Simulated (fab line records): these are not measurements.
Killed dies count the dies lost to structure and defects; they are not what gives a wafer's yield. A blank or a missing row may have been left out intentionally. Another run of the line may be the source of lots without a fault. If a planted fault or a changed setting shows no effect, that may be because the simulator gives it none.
The tool behind it: which one? ; flow n5 finfet ; 21 lots, 63 wafers sampled, at 6 steps of a route of 1938

## WHAT EACH GAUGE READ, for each wafer
The record holds no reading of a measuring or inspecting step that can be judged against a usual standard deviation.

## WHAT TOOL EACH LOT RAN ON (gives the tool, then ch and the chambers of the sampled wafers, and finally the start)
lot;N5_BEOL_M6_ETCH_62;N5_BEOL_M6_STRIP_19;N5_BEOL_M6_DESCUM_33;N5_BEOL_M6_ETCH_66;N5_BEOL_M6_CURE_75;N5_BEOL_M7_PECVD_70
L075;rie diel-05 ch 2,3, day 8 07:18;rie diel-03 ch 0,1, day 8 07:36;rie diel-05 ch 0,2, day 8 08:15;rie diel-05 ch 0,2, day 8 08:20;uv cure-03 ch 0, day 8 08:58;pecvd-02 ch 0,1,2, day 8 11:54
L076;rie diel-05 ch 0,1,2, day 8 10:34;rie diel-05 ch 0,1, day 8 10:59;rie diel-04 ch 1,2,3, day 8 11:37;rie diel-04 ch 1,2,3, day 8 11:41;uv cure-02 ch 1, day 8 12:17;pecvd-04 ch 0,1, day 8 14:52
L074;rie diel-05 ch 0,1,3, day 8 10:49;rie diel-03 ch 1,2,3, day 8 11:07;rie diel-03 ch 0,1,3, day 8 11:40;rie diel-03 ch 0,1,3, day 8 11:44;uv cure-03 ch 1, day 8 12:28;pecvd-02 ch 0,1,2, day 8 15:07
L077;rie diel-04 ch 1,2,3, day 8 22:01;rie diel-04 ch 2,3, day 8 22:19;rie diel-03 ch 0,2,3, day 8 22:49;rie diel-03 ch 0,2,3, day 8 22:53;uv cure-02 ch 2, day 8 23:33;pecvd-03 ch 0,1,2, day 9 03:05
L078;rie diel-03 ch 0,2,3, day 9 05:40;rie diel-05 ch 0,3, day 9 05:58;rie diel-04 ch 0,1, day 9 06:44;rie diel-04 ch 0,1, day 9 06:49;uv cure-02 ch 1, day 9 07:25;pecvd-04 ch 0,2, day 9 09:53
L079;rie diel-03 ch 0,1, day 9 08:08;rie diel-04 ch 0,1, day 9 08:34;rie diel-04 ch 1,2,3, day 9 09:11;rie diel-04 ch 1,2,3, day 9 09:16;uv cure-01 ch 0, day 9 09:55;pecvd-04 ch 0,1, day 9 12:35
L080;rie diel-03 ch 0,1,2, day 11 18:46;rie diel-04 ch 0,2,3, day 11 19:06;rie diel-03 ch 0,1,2, day 11 21:41;rie diel-03 ch 0,1,2, day 11 21:46;uv cure-02 ch 1, day 11 22:29;pecvd-02 ch 0,1, day 12 02:26
L082;rie diel-04 ch 0,2, day 11 18:56;rie diel-03 ch 0,3, day 11 19:14;rie diel-05 ch 1,2, day 11 21:31;rie diel-05 ch 1,2, day 11 21:35;uv cure-02 ch 0, day 11 22:08;pecvd-04 ch 1,2, day 12 00:57
L083;rie diel-05 ch 1,2,3, day 12 01:28;rie diel-04 ch 0,1,3, day 12 01:46;rie diel-04 ch 0,1,3, day 12 08:58;rie diel-04 ch 0,1,3, day 12 09:03;uv cure-01 ch 2, day 12 09:38;pecvd-04 ch 1,2, day 12 12:35
L085;rie diel-03 ch 0,1,3, day 12 01:39;rie diel-03 ch 1,2,3, day 12 01:57;rie diel-05 ch 1,2,3, day 12 04:52;rie diel-05 ch 1,2,3, day 12 04:56;uv cure-02 ch 1, day 12 05:38;pecvd-03 ch 0,1,2, day 12 09:53
L084;rie diel-05 ch 0,1,2, day 12 01:51;rie diel-05 ch 0,1,3, day 12 02:08;rie diel-05 ch 0,1,3, day 12 12:05;rie diel-05 ch 0,1,3, day 12 12:10;uv cure-01 ch 1, day 12 12:54;pecvd-04 ch 0,1,2, day 12 17:43
L086;rie diel-05 ch 0,1,3, day 12 06:41;rie diel-04 ch 0,1,3, day 12 06:59;rie diel-05 ch 0,1,2, day 12 11:35;rie diel-05 ch 0,1,2, day 12 11:40;uv cure-02 ch 0, day 12 12:31;pecvd-04 ch 0,2, day 12 16:55
L087;rie diel-03 ch 0,1,2, day 12 09:39;rie diel-05 ch 0,1,3, day 12 09:56;rie diel-04 ch 1,2, day 12 15:25;rie diel-04 ch 1,2, day 12 15:30;uv cure-01 ch 0, day 12 16:08;pecvd-03 ch 1,2, day 12 20:14
L088;rie diel-03 ch 2,3, day 12 12:44;rie diel-04 ch 1,2,3, day 12 13:08;rie diel-05 ch 0,2,3, day 12 15:35;rie diel-05 ch 0,2,3, day 12 15:40;uv cure-02 ch 2, day 12 16:19;pecvd-02 ch 0,1,2, day 12 20:33
L090;rie diel-04 ch 2,3, day 12 19:36;rie diel-03 ch 0,1,3, day 12 19:55;rie diel-05 ch 0,2,3, day 12 20:29;rie diel-05 ch 0,2,3, day 12 20:34;uv cure-02 ch 0, day 12 21:06;pecvd-04 ch 1,2, day 12 23:47
L091;rie diel-05 ch 0,2,3, day 13 03:40;rie diel-05 ch 0,2,3, day 13 03:58;rie diel-03 ch 1,2,3, day 13 05:10;rie diel-03 ch 1,2,3, day 13 05:14;uv cure-02 ch 1, day 13 05:53;pecvd-02 ch 0,1,2, day 13 09:30
L093;rie diel-04 ch 1,2,3, day 13 15:48;rie diel-05 ch 0,1,3, day 13 16:06;rie diel-04 ch 0,1,3, day 13 17:02;rie diel-04 ch 0,1,3, day 13 17:07;uv cure-01 ch 0, day 13 17:59;pecvd-04 ch 0,2, day 13 23:48
L094;rie diel-03 ch 0,3, day 13 23:13;rie diel-03 ch 0,2, day 13 23:36;rie diel-04 ch 1,2,3, day 14 01:37;rie diel-04 ch 1,2,3, day 14 01:41;uv cure-03 ch 1, day 14 02:24;pecvd-02 ch 0,2, day 14 05:44
L095;rie diel-03 ch 1,2,3, day 14 02:49;rie diel-03 ch 0,1,2, day 14 03:07;rie diel-04 ch 0,1,3, day 14 05:29;rie diel-04 ch 0,1,3, day 14 05:34;uv cure-01 ch 2, day 14 06:10;pecvd-02 ch 0,1, day 14 09:24
L096;rie diel-04 ch 1,2, day 14 11:31;rie diel-03 ch 0,1,3, day 14 11:49;rie diel-04 ch 0,1,3, day 14 12:44;rie diel-04 ch 0,1,3, day 14 12:49;uv cure-02 ch 0, day 14 13:25;pecvd-04 ch 1,2, day 14 18:44
L097;rie diel-04 ch 0,1,3, day 14 22:42;rie diel-04 ch 1,3, day 14 23:00;rie diel-03 ch 0,3, day 15 01:43;rie diel-03 ch 0,3, day 15 01:47;uv cure-03 ch 2, day 15 02:23;pecvd-04 ch 1,2, day 15 05:46
- N5_BEOL_M6_ETCH_62: etches SOC in N2/H2, target depth 110 nm, overetch 22 nm, time 165 s.
- N5_BEOL_M6_STRIP_19: strips in O2.
- N5_BEOL_M6_DESCUM_33: chemistry O2, time 7 s.
- N5_BEOL_M6_ETCH_66: etches SOC in N2/H2, target depth 80 nm, overetch 16 nm, time 120 s.
- N5_BEOL_M6_CURE_75: cures SiCOH lowk, time 120 s.
- N5_BEOL_M7_PECVD_70: deposits SiO2 from TEOS/O2, target thk 20 nm, time 22.7 s.

## WHAT THE TOOLS THEMSELVES READ (means of the sampled wafers that have a number; where no wafer has one, the mark that the record gives instead)
N5_BEOL_M6_ETCH_62. Usual: drypump motor current A 5.8 A, standard deviation 0.31; h2 flow sccm 199.9 sccm, standard deviation 0.63; oes product au 0.69 a.u., standard deviation 0.066; rf vpp V 523.7 V, standard deviation 2.5; showerhead plenum p Torr 2.53 Torr, standard deviation 0.093; throttle valve pct 17.79 %, standard deviation 0.27.
lot;tool;drypump motor current A (A);h2 flow sccm (sccm);oes product au (a.u.);rf vpp V (V);showerhead plenum p Torr (Torr);throttle valve pct (%);flag
L075;rie diel-05;6.0;199.7;0.69;524.2;2.55;17.90;
L076;rie diel-05;5.7;199.9;0.68;525.3;2.58;17.54;
L074;rie diel-05;5.6;200.5;0.64;524.3;2.58;17.87;
L077;rie diel-04;6.0;200.4;0.70;521.8;2.45;17.58;
L078;rie diel-03;5.7;199.9;0.73;527.1;2.63;17.92;
L079;rie diel-03;5.8;199.7;0.78;523.0;2.53;17.83;
L080;rie diel-03;6.0;200.0;0.73;525.4;2.59;17.95;
L082;rie diel-04;5.7;199.4;0.67;522.1;2.45;17.76;
L083;rie diel-05;5.8;199.5;0.66;525.0;2.58;17.74;
L085;rie diel-03;5.6;200.1;0.73;524.0;2.56;17.86;
L084;rie diel-05;5.7;200.0;0.73;525.0;2.57;17.42;
L086;rie diel-05;5.6;199.7;0.70;524.6;2.57;17.77;
L087;rie diel-03;5.9;199.9;0.72;526.3;2.58;17.96;
L088;rie diel-03;5.9;199.4;0.68;526.3;2.64;18.11;
L090;rie diel-04;5.9;199.8;0.71;522.1;2.48;17.72;
L091;rie diel-05;5.9;200.4;0.71;523.6;2.52;17.65;
L093;rie diel-04;6.0;199.9;0.66;521.6;2.44;17.65;
L094;rie diel-03;5.5;199.3;0.71;524.9;2.59;17.83;
L095;rie diel-03;5.8;200.6;0.68;525.2;2.57;18.03;
L096;rie diel-04;5.9;199.8;0.61;520.3;2.41;17.61;
L097;rie diel-04;5.8;199.2;0.61;520.5;2.40;17.68;

N5_BEOL_M6_STRIP_19. Usual: drypump motor current A 5.8 A, standard deviation 0.3; oes product au 0.81 a.u., standard deviation 0.081; rf vpp V 3.7 V, standard deviation 0.58; showerhead plenum p Torr 2.09 Torr, standard deviation 0.074; throttle valve pct 16.64 %, standard deviation 0.28.
lot;tool;drypump motor current A (A);oes product au (a.u.);rf vpp V (V);showerhead plenum p Torr (Torr);throttle valve pct (%);flag
L075;rie diel-03;5.8;0.96;4.1;2.12;16.54;
L076;rie diel-05;5.5;0.73;3.7;2.12;16.62;
L074;rie diel-03;5.8;0.85;3.2;2.12;16.65;
L077;rie diel-04;5.9;0.89;3.6;2.04;16.36;
L078;rie diel-05;5.7;0.75;3.0;2.11;16.94;
L079;rie diel-04;5.8;0.70;3.4;1.99;16.63;
L080;rie diel-04;5.8;0.80;3.5;2.02;16.60;
L082;rie diel-03;5.6;0.86;3.8;2.14;16.52;
L083;rie diel-04;5.8;0.74;3.4;2.00;16.69;
L085;rie diel-03;5.8;0.81;3.8;2.11;16.72;
L084;rie diel-05;5.6;0.83;3.5;2.13;16.65;
L086;rie diel-04;5.8;0.73;4.3;2.00;16.68;
L087;rie diel-05;5.6;0.83;4.1;2.13;16.65;
L088;rie diel-04;6.0;0.79;3.8;2.01;16.46;
L090;rie diel-03;5.6;0.85;3.6;2.09;16.55;
L091;rie diel-05;5.9;0.85;3.5;2.10;16.61;
L093;rie diel-05;5.6;0.81;3.7;2.13;16.66;
L094;rie diel-03;6.0;0.81;3.5;2.19;16.97;
L095;rie diel-03;5.9;0.83;3.7;2.13;16.80;
L096;rie diel-03;5.7;0.84;3.4;2.09;16.57;
L097;rie diel-04;6.1;0.77;3.8;2.01;16.60;

N5_BEOL_M6_DESCUM_33. Usual: drypump motor current A 5.8 A, standard deviation 0.3; oes product au 0.81 a.u., standard deviation 0.087; rf vpp V 242.9 V, standard deviation 1.4; showerhead plenum p Torr 2.08 Torr, standard deviation 0.074; throttle valve pct 20.4 %, standard deviation 0.31.
lot;tool;drypump motor current A (A);oes product au (a.u.);rf vpp V (V);showerhead plenum p Torr (Torr);throttle valve pct (%);flag
L075;rie diel-05;5.8;0.77;243.1;2.10;20.3;
L076;rie diel-04;6.0;0.83;243.2;2.02;20.1;
L074;rie diel-03;5.6;0.91;243.4;2.10;20.3;
L077;rie diel-03;5.7;0.86;244.2;2.16;20.5;
L078;rie diel-04;5.6;0.70;241.0;2.00;20.5;
L079;rie diel-04;6.0;0.82;241.2;2.02;20.2;
L080;rie diel-03;6.0;0.86;243.2;2.13;20.6;
L082;rie diel-05;5.8;0.83;243.9;2.15;20.3;
L083;rie diel-04;5.8;0.74;241.5;2.00;20.4;
L085;rie diel-05;5.8;0.80;244.4;2.15;20.5;
L084;rie diel-05;5.6;0.82;243.0;2.12;20.4;
L086;rie diel-05;5.7;0.87;243.8;2.13;20.2;
L087;rie diel-04;5.9;0.73;241.1;2.00;20.1;
L088;rie diel-05;5.8;0.85;243.7;2.10;20.4;
L090;rie diel-05;5.9;0.85;243.5;2.10;20.4;
L091;rie diel-03;5.8;0.81;243.3;2.10;20.5;
L093;rie diel-04;5.8;0.72;240.9;2.00;20.5;
L094;rie diel-04;6.0;0.77;242.7;2.01;20.2;
L095;rie diel-04;5.8;0.72;241.9;1.99;20.4;
L096;rie diel-04;5.8;0.72;241.8;1.99;20.5;
L097;rie diel-03;5.6;0.84;243.9;2.13;20.3;

N5_BEOL_M6_ETCH_66. Usual: drypump motor current A 5.8 A, standard deviation 0.31; h2 flow sccm 200.0 sccm, standard deviation 0.62; oes product au 0.62 a.u., standard deviation 0.064; rf vpp V 523.3 V, standard deviation 2.5; showerhead plenum p Torr 2.52 Torr, standard deviation 0.093; throttle valve pct 17.74 %, standard deviation 0.29.
lot;tool;drypump motor current A (A);h2 flow sccm (sccm);oes product au (a.u.);rf vpp V (V);showerhead plenum p Torr (Torr);throttle valve pct (%);flag
L075;rie diel-05;5.8;200.2;0.59;524.1;2.52;17.54;
L076;rie diel-04;6.0;200.5;0.64;522.6;2.46;17.57;
L074;rie diel-03;5.7;200.1;0.69;524.9;2.57;17.79;
L077;rie diel-03;5.7;199.7;0.66;525.5;2.63;17.90;
L078;rie diel-04;5.6;200.1;0.54;520.3;2.39;17.64;
L079;rie diel-04;6.0;199.9;0.63;521.8;2.45;17.58;
L080;rie diel-03;5.9;200.2;0.66;524.5;2.59;17.95;
L082;rie diel-05;5.9;200.7;0.63;525.4;2.58;17.39;
L083;rie diel-04;5.8;200.2;0.57;520.6;2.41;17.64;
L085;rie diel-05;5.8;199.9;0.60;525.2;2.58;17.73;
L084;rie diel-05;5.6;199.4;0.63;524.4;2.57;17.76;
L086;rie diel-05;5.7;199.5;0.66;524.9;2.57;17.42;
L087;rie diel-04;5.9;200.8;0.57;521.0;2.42;17.57;
L088;rie diel-05;5.9;200.5;0.65;522.5;2.52;17.62;
L090;rie diel-05;5.9;200.2;0.65;523.5;2.52;17.63;
L091;rie diel-03;5.8;200.2;0.63;524.9;2.58;18.01;
L093;rie diel-04;5.9;200.1;0.55;519.8;2.40;17.65;
L094;rie diel-04;6.0;200.7;0.59;521.4;2.44;17.65;
L095;rie diel-04;5.8;200.2;0.55;520.9;2.40;17.66;
L096;rie diel-04;5.9;199.3;0.55;520.1;2.40;17.66;
L097;rie diel-03;5.6;199.7;0.63;524.6;2.59;17.83;

N5_BEOL_M6_CURE_75. Usual: lamp power pct 52.32 %, standard deviation 0.053; wafer_temp_C_max 371.8, standard deviation 0.74.
lot;tool;lamp power pct (%);wafer_temp_C_max;flag
L075;uv cure-03;52.30;372.3;
L076;uv cure-02;52.35;371.1;
L074;uv cure-03;52.30;372.2;
L077;uv cure-02;52.35;371.8;
L078;uv cure-02;52.32;370.8;
L079;uv cure-01;52.35;371.5;
L080;uv cure-02;52.34;371.4;
L082;uv cure-02;52.33;371.8;
L083;uv cure-01;52.33;373.1;
L085;uv cure-02;52.35;371.1;
L084;uv cure-01;52.39;371.1;
L086;uv cure-02;52.32;371.1;
L087;uv cure-01;52.31;371.5;
L088;uv cure-02;52.29;371.7;
L090;uv cure-02;52.26;371.2;
L091;uv cure-02;52.35;371.0;
L093;uv cure-01;52.35;371.6;
L094;uv cure-03;52.33;373.0;
L095;uv cure-01;52.29;373.4;
L096;uv cure-02;52.29;371.3;
L097;uv cure-03;52.35;371.3;

N5_BEOL_M7_PECVD_70. Usual: heater power w 723 W, standard deviation 93; showerhead plenum p Torr 8.80 Torr, standard deviation 0.051; throttle valve pct 22.3 %, standard deviation 1.3.
lot;tool;heater power w (W);showerhead plenum p Torr (Torr);throttle valve pct (%);flag
L075;pecvd-02;860;8.81;22.1;
L076;pecvd-04;657;8.83;23.3;
L074;pecvd-02;833;8.80;22.1;
L077;pecvd-03;687;8.72;21.5;
L078;pecvd-04;571;8.80;21.2;
L079;pecvd-04;716;8.84;23.4;
L080;pecvd-02;811;8.80;22.7;
L082;pecvd-04;631;8.85;22.9;
L083;pecvd-04;668;8.83;23.7;
L085;pecvd-03;732;8.72;21.8;
L084;pecvd-04;651;8.82;22.6;
L086;pecvd-04;657;8.80;21.2;
L087;pecvd-03;727;8.71;21.5;
L088;pecvd-02;835;8.82;22.0;
L090;pecvd-04;723;8.86;23.9;
L091;pecvd-02;869;8.79;22.2;
L093;pecvd-04;606;8.81;21.3;
L094;pecvd-02;785;8.80;21.7;
L095;pecvd-02;736;8.81;22.7;
L096;pecvd-04;663;8.83;23.8;
L097;pecvd-04;694;8.85;23.9;

## THE ANSWER, worked out from the rows above alone
Rule: take the mean of a lot's wafers that have a number; if it is more than 3 standard deviations from the usual mean, the lot is off. Also off: a lot with no number at a reading for which 4 or more lots have one. All remaining lots with rows at the step are treated as sound. The gauges are gone through in route order, then the tools' own readings, and for those a lot's mean is taken as printed above. The first step at which some lot is off is used, and at that step the reading that is off furthest; a lot without a number counts as furthest.
Nothing can be told from this: no lot is off at any reading shown.

## WHAT HAD BEEN PUT IN BY THE SIMULATOR
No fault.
